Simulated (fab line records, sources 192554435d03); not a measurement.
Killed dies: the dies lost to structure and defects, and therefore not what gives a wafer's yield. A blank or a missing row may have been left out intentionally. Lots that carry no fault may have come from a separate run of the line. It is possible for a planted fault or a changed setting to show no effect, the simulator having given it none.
fab line records | flow n5-finfet | part 2 of 2: steps 21 to 28 of 28
record: lots: 5 wafers: 15 last-day: 17
route steps=1938 shown BEOL_M4@1021
lots untouched by any fault: they come from a run of this same line in which no faults occurred
start-h: start of the lot's first displayed wafer, in hours after the record's first day | wait-h: hours from the lot's prior step to this one | " repeats the value in the row above | L1.1+2: several wafers, shown together as one row | - either no value or no given start | * or withheld: withheld | < > ~ a bound
route shown NAME@n: a module of which the file shows steps, and the number in the route of the first | usual: the fault-free wafers' mean and standard deviation | same: alike in all rows | chamber/n: place in a boat | sites: the reading at each site | _std_site: the values' standard deviation | _edge_site: outer sites' mean less inner sites' | radius-mm: how far each site lies from the wafer's centre | mask NAME#n: copy n | behind: the last tool/chamber to shape the wafer | hold: cause of the lot's hold/its duration in hours/its outcome | device: the transistor (n, p or np) that didn't switch | end of line: the tests these same wafers got at the end of their route | step lacking rows: just its recipe | killed: dies lost to structure and defects at the first sort, not the wafer's yield | map: a wafer's dies, x killed, . not, _ none there
set.NAME: the setting the step ran with; set.NAME@STEP: the setting that earlier step ran with | model.NAME: the simulator's own value behind a step, which no gauge read
lots at some steps of the route; a table a step, a row a wafer
services: a tool's chamber out of use, with start hour (start-h, from the record's first day; less than 0 if before it), hours out, and reason
== steps ==
step: N5_BEOL_M4_STRIP_65
recipe: chemistry: N2/H2 temp-c: 40 n2-flow-sccm: 200 h2-flow-sccm: 200 rf-frequency-hz: 6e+07
columns lot.wafer tool chamber start-h wait-h
L080.1+3+6 rie-diel-06 2,3,1 195.49 0.1
L082.3+4+5 rie-diel-05 1,2,1 200.94 0.1
L084.1+3+5 rie-diel-06 2,0,0 242.82 0.1
L087.4+5+6 rie-diel-01 1,0,3 247.77 0.1
L095.1+3+6 rie-diel-06 2,0,2 300.15 0.1
step: N5_BEOL_M4_STRIP_75
recipe: chemistry: N2/H2 temp-c: 40 n2-flow-sccm: 200 h2-flow-sccm: 200 rf-frequency-hz: 6e+07
columns lot.wafer tool chamber start-h wait-h
L080.1+3+6 rie-diel-06 2,3,1 195.50 0.0
L082.3+4+5 rie-diel-05 1,2,1 200.95 0.0
L084.1+3+5 rie-diel-06 2,0,0 242.83 0.0
L087.4+5+6 rie-diel-01 1,0,3 247.78 0.0
L095.1+3+6 rie-diel-06 2,0,2 300.16 0.0
step: N5_BEOL_M4_STRIP_66
recipe: chemistry: CF4 resist: SiARC power-w: 300 bias-power-w: 75 pressure-mtorr: 50 cf4-flow-sccm: 150 rf-frequency-hz: 6e+07
usual: drypump-motor-current-A: 5.6/0.4 oes-product-au: 0.79/0.08 rf-fwd-power-W: 292.5/0.94 rf-vpp-V: 271.4/1.4 showerhead-plenum-p-Torr: 1.80/0.051 throttle-valve-pct: 13.57/0.23
columns lot.wafer tool chamber start-h wait-h drypump-motor-current-A oes-product-au rf-fwd-power-W rf-hours-counter-h rf-vpp-V showerhead-plenum-p-Torr throttle-valve-pct
L080.1 rie-diel-06 2 195.51 0.0 5.3 0.84 291.3 58 274.0 1.89 13.37
L080.3 " 3 " " 5.1 0.95 293.2 3 272.0 1.85 13.38
L080.6 " 1 " " 6.1 0.70 293.2 - 268.5 1.71 13.73
L082.3 rie-diel-05 1 200.96 0.0 5.9 0.87 292.3 43 271.5 1.74 13.50
L082.4 " 2 " " 5.8 0.85 294.1 - 269.6 1.75 13.67
L082.5 " 1 " " 5.9 0.88 292.0 - 270.9 1.74 13.51
L084.1 rie-diel-06 2 242.84 0.0 5.3 0.82 293.1 75 273.6 1.88 13.44
L084.3 " 0 " " 5.3 0.73 293.2 183 271.3 1.80 13.83
L084.5 " 0 " " 5.3 0.73 290.9 - 271.7 1.80 13.85
L087.4 rie-diel-01 1 247.79 0.0 6.1 0.80 292.7 105 271.4 1.81 13.62
L087.5 " 0 " " 5.4 0.82 292.9 - 271.3 1.82 13.47
L087.6 " 3 " " 5.6 0.67 292.5 - 271.6 1.84 13.95
L095.1 rie-diel-06 2 300.17 0.0 5.3 0.79 292.7 97 273.0 1.88 13.46
L095.3 " 0 " " 5.3 0.71 293.6 205 269.9 1.79 13.89
L095.6 " 2 " " 5.3 0.79 292.2 - 273.0 1.88 13.46
step: N5_BEOL_M4_HM_OPEN_17
recipe: chemistry: Cl2/BCl3 target-depth-a: 200 overetch-a: 60 target: TiN mask-material: SOC ion-energy-ev: 150 pressure-mtorr: 10 icp-w: 1000 bias-w: 126 Cl2_flow_sccm: 53.25 bcl3-flow-sccm: 21.75 Ar_flow_sccm: 25
usual: bcl3-flow-sccm: 21.75/0.06 drypump-motor-current-A: 5.9/0.6 oes-product-au: 0.71/0.068 rf-fwd-power-W: 993.3/3 throttle-valve-pct: 22.06/0.29
columns lot.wafer tool chamber start-h wait-h bcl3-flow-sccm drypump-motor-current-A oes-product-au rf-fwd-power-W rf-hours-counter-h throttle-valve-pct
L080.1 rie-metal-03 0 195.55 0.0 21.78 6.4 0.76 996.9 13 22.05
L080.3 " 0 " " 21.86 6.3 0.76 996.8 - 22.04
L080.6 " 0 " " 21.74 6.3 0.76 995.5 - 22.05
L082.3 rie-metal-01 0 201.04 0.1 21.79 4.7 0.78 987.4 - 22.13
L082.4 " 1 " " 21.70 6.3 0.86 996.2 - 21.35
L082.5 " 1 " " 21.69 6.3 0.84 999.7 - 21.36
L084.1 rie-metal-02 0 242.88 0.0 21.77 5.6 0.60 992.8 74 22.02
L084.3 " 1 " " 21.81 6.0 0.66 993.3 - 22.56
L084.5 " 1 " " 21.76 6.0 0.66 990.2 - 22.54
L087.4 rie-metal-01 0 247.86 0.1 21.76 4.7 0.75 991.2 - 22.16
L087.5 " 0 " " 21.74 4.7 0.74 988.6 - 22.16
L087.6 " 1 " " 21.75 6.3 0.80 997.1 - 21.40
L095.1 rie-metal-01 1 300.22 0.0 21.72 6.3 0.78 993.1 8 21.41
L095.3 " 1 " " 21.76 6.2 0.78 994.4 - 21.38
L095.6 " 1 " " 21.80 6.2 0.78 996.5 - 21.40
step: N5_BEOL_M4_STRIP_19
recipe: chemistry: O2 power-w: 400 temp-c: 40 pressure-mtorr: 30 rf-frequency-hz: 6e+07 bias-power-w: 0 overash-fraction: 0.2 o2-flow-sccm: 225
usual: drypump-motor-current-A: 5.6/0.41 oes-product-au: 0.81/0.088 rf-vpp-V: 3.7/0.48 showerhead-plenum-p-Torr: 2.11/0.076 throttle-valve-pct: 16.66/0.17
columns lot.wafer tool chamber start-h wait-h drypump-motor-current-A oes-product-au rf-hours-counter-h rf-vpp-V showerhead-plenum-p-Torr throttle-valve-pct
L080.1 rie-diel-06 1 195.66 0.1 6.1 0.70 217 4.4 1.97 16.68
L080.3 " 2 " " 5.2 0.86 58 3.9 2.22 16.50
L080.6 " 1 " " 6.1 0.69 - 3.7 1.97 16.69
L082.3 rie-diel-06 2 201.24 0.2 5.3 0.85 60 3.9 2.22 16.50
L082.4 " 0 " " 5.3 0.73 167 3.6 2.09 16.86
L082.5 " 0 " " 5.3 0.74 - 4.0 2.09 16.87
L084.1 rie-diel-01 2 243.12 0.2 4.9 0.88 50 3.5 2.15 16.56
L084.3 " 1 " " 6.1 0.81 103 4.0 2.11 16.72
L084.5 " 2 " " 4.9 0.88 - 2.9 2.15 16.55
L087.4 rie-diel-01 1 247.95 0.1 6.1 0.81 105 4.5 2.11 16.71
L087.5 " 3 " " 5.6 0.67 - 3.8 2.16 17.00
L087.6 " 0 " " 5.4 0.82 - 3.2 2.14 16.65
L095.1 rie-diel-05 2 300.34 0.1 5.8 0.81 87 4.5 2.04 16.86
L095.3 " 0 " " 5.7 0.75 138 3.9 2.11 16.41
L095.6 " 1 " " 5.8 0.84 - 3.8 2.02 16.71
step: N5_BEOL_M4_CD_MEAS_18
recipe: pitch-nm: 36 target-cd-nm: 18
usual: cd-nm: 18.1/0.31
columns lot.wafer tool chamber start-h wait-h cd-nm
L080.1 cd-sem-02 - 195.73 0.0 18.1
L080.3 " - " " 18.2
L080.6 " - " " 18.3
L082.3 cd-sem-03 - 201.32 0.1 18.4
L082.4 " - " " 18.5
L082.5 " - " " 17.7
L084.1 cd-sem-02 - 243.19 0.1 18.2
L084.3 " - " " 18.1
L084.5 " - " " 18.2
L087.4 cd-sem-02 - 248.02 0.1 18.4
L087.5 " - " " 17.9
L087.6 " - " " 18.3
L095.1 cd-sem-02 - 300.41 0.0 18.0
L095.3 " - " " 17.7
L095.6 " - " " 18.1
step: N5_BEOL_M4_COAT_67
recipe: resist: SOC temp-c: 250 time-s: 60 spin-rpm: 1500 resist-thk-nm: 60
usual: plate-temp-C: 250.02/0.17
columns lot.wafer tool chamber start-h wait-h plate-temp-C
L080.1 litho-track-05 0 195.77 0.0 249.60
L080.3 " 0 " " 249.87
L080.6 " 0 " " 250.03
L082.3 litho-track-05 0 201.36 0.0 249.69
L082.4 " 0 " " 249.77
L082.5 " 0 " " 249.71
L084.1 litho-track-02 0 243.23 0.0 249.92
L084.3 " 0 " " 249.82
L084.5 " 0 " " 249.89
L087.4 litho-track-02 0 248.06 0.0 249.82
L087.5 " 0 " " 249.63
L087.6 " 0 " " 249.92
L095.1 litho-track-02 0 300.44 0.0 249.75
L095.3 " 0 " " 249.95
L095.6 " 0 " " 249.92
step: N5_BEOL_M4_COAT_68
recipe: resist: SiARC temp-c: 220 time-s: 60 spin-rpm: 1500 resist-thk-nm: 12
usual: plate-temp-C: 219.98/0.17
columns lot.wafer tool chamber start-h wait-h plate-temp-C
L080.1 litho-track-05 0 - - 219.99
L080.3 " 0 " " 219.85
L080.6 " 0 " " 219.99
L082.3 litho-track-05 0 - - 220.11
L082.4 " 0 " " 219.83
L082.5 " 0 " " 219.89
L084.1 litho-track-02 0 - - 220.07
L084.3 " 0 " " 219.93
L084.5 " 0 " " 220.02
L087.4 litho-track-02 0 - - 219.85
L087.5 " 0 " " 220.04
L087.6 " 0 " " 219.92
L095.1 litho-track-02 0 - - 220.27
L095.3 " 0 " " 220.01
L095.6 " 0 " " 220.07
== services ==
columns tool chamber start-h hours kind
rie-metal-01 1 180.25 2.8 repair
litho-track-05 - 190.79 - consumable-replace:filter
euv-scanner-01 - 200.66 1.0 pm
euv-scanner-01 - 217.55 1.8 repair
euv-scanner-02 - 219.86 6.2 pm
rie-diel-06 3 225.92 16.6 repair
euv-scanner-02 - 226.11 1.0 pm
euv-scanner-01 - 231.52 4.6 pm
euv-scanner-01 - 245.38 5.8 pm
litho-track-01 - 248.51 - consumable-replace:filter
euv-scanner-01 - 256.81 1.0 pm
rie-diel-01 3 263.49 2.6 repair
rie-diel-01 3 266.36 - clean
rie-diel-01 3 266.36 - consumable-replace:focus-ring
rie-diel-01 3 266.36 24.7 scheduled-down
euv-scanner-02 - 279.13 1.0 pm
rie-metal-02 1 281.50 1.1 repair
rie-diel-06 1 287.58 - clean
rie-diel-06 1 287.58 - consumable-replace:focus-ring
rie-diel-06 1 287.58 - consumable-replace:showerhead
rie-diel-06 1 287.58 19.8 scheduled-down
rie-diel-06 1 287.58 19.8 vent-cycle
pecvd-04 1 287.77 1.9 repair
rie-diel-05 - 290.15 2.6 repair
